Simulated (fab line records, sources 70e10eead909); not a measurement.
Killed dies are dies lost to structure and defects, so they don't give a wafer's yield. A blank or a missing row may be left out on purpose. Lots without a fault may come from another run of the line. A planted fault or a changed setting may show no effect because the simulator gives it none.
Which tool did it? | flow nand_harc | 13 lots, 39 wafers sampled, at 5 steps of a route of 1302

WHAT THE GAUGES READ, wafer by wafer
NHARC_P_START_INSPECT_01. Usual: raw_defect_count 3.4, standard deviation 1.9.
lot  | measured     | on                | raw_defect_count | flag
L880 | day 1 20:02  | defect_inspect-01 | 5 0 2            |
L881 | day 2 06:02  | defect_inspect-02 | 2 4 2            |
L885 | day 3 22:02  | defect_inspect-02 | 2 3 5            |
L887 | day 4 18:02  | defect_inspect-01 | 2 2 1            |
L888 | day 5 04:02  | defect_inspect-01 | 5 3 6            |
L896 | day 8 12:02  | defect_inspect-01 | 4 2 5            |
L897 | day 8 22:03  | defect_inspect-01 | 4 1 4            |
L898 | day 9 08:02  | defect_inspect-01 | 2 2 2            |
L899 | day 9 18:02  | defect_inspect-02 | 1 2 2            |
L900 | day 10 04:02 | defect_inspect-01 | 3 5 3            |
L901 | day 10 14:02 | defect_inspect-01 | 2 4 9            |
L902 | day 11 00:02 | defect_inspect-02 | 3 8 2            |
L903 | day 11 10:02 | defect_inspect-01 | 2 3 3            |

NHARC_P_ZERO_WELL_INSPECT_43. Usual: raw_defect_count 13, standard deviation 6.1.
lot  | measured     | on                | raw_defect_count | flag
L880 | day 2 03:40  | defect_inspect-01 | 9 10 16          |
L881 | day 2 13:49  | defect_inspect-02 | 13 13 12         |
L885 | day 4 06:13  | defect_inspect-01 | 22 14 7          |
L887 | day 5 01:28  | defect_inspect-02 | 29 16 8          |
L888 | day 5 11:48  | defect_inspect-01 | 9 10 593         | OFF
L896 | day 8 19:43  | defect_inspect-01 | 27 8 10          |
L897 | day 9 05:29  | defect_inspect-02 | 8 4 8            |
L898 | day 9 15:38  | defect_inspect-01 | 13 15 9          |
L899 | day 10 02:05 | defect_inspect-01 | 21 16 9          |
L900 | day 10 12:31 | defect_inspect-02 | 11 4 11          |
L901 | day 10 21:26 | defect_inspect-02 | 15 12 14         |
L902 | day 11 07:35 | defect_inspect-02 | 25 16 7          |
L903 | day 11 17:50 | defect_inspect-02 | 16 25 20         |

NHARC_P_STI_OCD_MEAS_17. Usual: trench_depth_nm 301 nm, standard deviation 5.9; trench_foot_cd_nm 158.8 nm, standard deviation 2.7.
lot  | measured     | on     | trench_depth_nm (nm) | trench_foot_cd_nm (nm) | flag
L880 | day 2 20:29  | ocd-02 | 291 295 291          | 157.9 162.0 158.4      |
L881 | day 3 05:59  | ocd-01 | 294 291 297          | 157.3 158.1 159.0      |
L885 | day 4 22:44  | ocd-02 | 308 299 303          | 157.6 161.8 159.8      |
L887 | day 5 18:20  | ocd-01 | 304 296 299          | 158.5 157.7 159.3      |
L888 | day 6 04:50  | ocd-02 | 310 310 295          | 152.7 156.9 157.7      |
L896 | day 9 12:17  | ocd-02 | 304 300 298          | 155.0 157.6 154.2      |
L897 | day 9 21:07  | ocd-01 | 287 300 287          | 159.1 163.0 159.3      |
L898 | day 10 10:22 | ocd-02 | 302 299 307          | 159.0 157.2 157.1      |
L899 | day 10 20:27 | ocd-02 | 297 293 301          | 160.6 160.2 160.7      |
L900 | day 11 03:54 | ocd-01 | 302 294 297          | 159.0 157.2 156.2      |
L901 | day 11 14:58 | ocd-02 | 288 306 309          | 161.3 157.2 157.9      |
L902 | day 12 01:44 | ocd-01 | 300 302 299          | 160.1 158.1 159.8      |
L903 | day 12 11:38 | ocd-02 | 311 304 313          | 159.4 155.8 159.2      |

NHARC_END_SORT_01. Usual: killed_at_array 58, standard deviation 19; killed_at_other 1.1, standard deviation 1.2; killed_at_periphery 3.8, standard deviation 2.4; killed_dies 63, standard deviation 18; killed_open 3.3, standard deviation 1.8; killed_short 2.2, standard deviation 1.6.
lot  | measured     | on        | killed_at_array | killed_at_other | killed_at_periphery | killed_dies | killed_open | killed_short | flag
L888 | day 28 02:10 | prober-02 | 63 45 71        | 2 2 0           | 4 3 85              | 69 50 156   | 4 5 4       | 3 2 3        | OFF

WHICH TOOL RAN EACH LOT (tool, then ch and the chambers of the sampled wafers, then the start)
lot  | NHARC_P_ZERO_WELL_PECVD_02
L880 | pecvd-01 ch 0,1, day 1 20:28
L881 | pecvd-03 ch 1,2, day 2 06:27
L885 | pecvd-03 ch 0,1,2, day 3 22:29
L887 | pecvd-01 ch 0,2, day 4 18:29
L888 | pecvd-03 ch 0,1,2, day 5 04:26
L896 | pecvd-03 ch 1,2, day 8 12:29
L897 | pecvd-01 ch 0,1, day 8 22:32
L898 | pecvd-03 ch 0,2, day 9 08:29
L899 | pecvd-03 ch 1,2, day 9 18:29
L900 | pecvd-03 ch 0,1, day 10 04:31
L901 | pecvd-04 ch 0,2, day 10 14:28
L902 | pecvd-04 ch 0,2, day 11 00:27
L903 | pecvd-03 ch 0,1,2, day 11 10:29
- NHARC_P_ZERO_WELL_PECVD_02: deposits SiO2, target thk 10 nm.

WHAT THE TOOLS THEMSELVES READ (means of the sampled wafers that have a number; where no wafer has one, the mark that the record gives instead)
The record holds no such reading with a usual standard deviation.

THE ANSWER, worked out from the rows above alone
Rule: a lot is off if the mean of its wafers that have a number lies more than 3 standard deviations from the usual mean. A lot without any number at a reading at which 4 lots or more have one is off too. The other lots that the step has rows for count as sound. The gauges are gone through in route order, then the tools' own readings, and for those a lot's mean is taken as printed above. The first step at which some lot is off is used, and at that step the reading that is off furthest; a lot without a number counts as furthest.
Off: L888, at NHARC_P_ZERO_WELL_INSPECT_43 (raw_defect_count).
A tool fits if, at a process step before that reading, it ran every lot that is off, and no sound lot after the first of them. The gauges at NHARC_P_ZERO_WELL_INSPECT_43 aren't tried: what is off there is off at NHARC_END_SORT_01 too, on other tools, and a gauge's error can't cause that. None of those tried fits.

WHAT THE SIMULATOR HAD PUT IN
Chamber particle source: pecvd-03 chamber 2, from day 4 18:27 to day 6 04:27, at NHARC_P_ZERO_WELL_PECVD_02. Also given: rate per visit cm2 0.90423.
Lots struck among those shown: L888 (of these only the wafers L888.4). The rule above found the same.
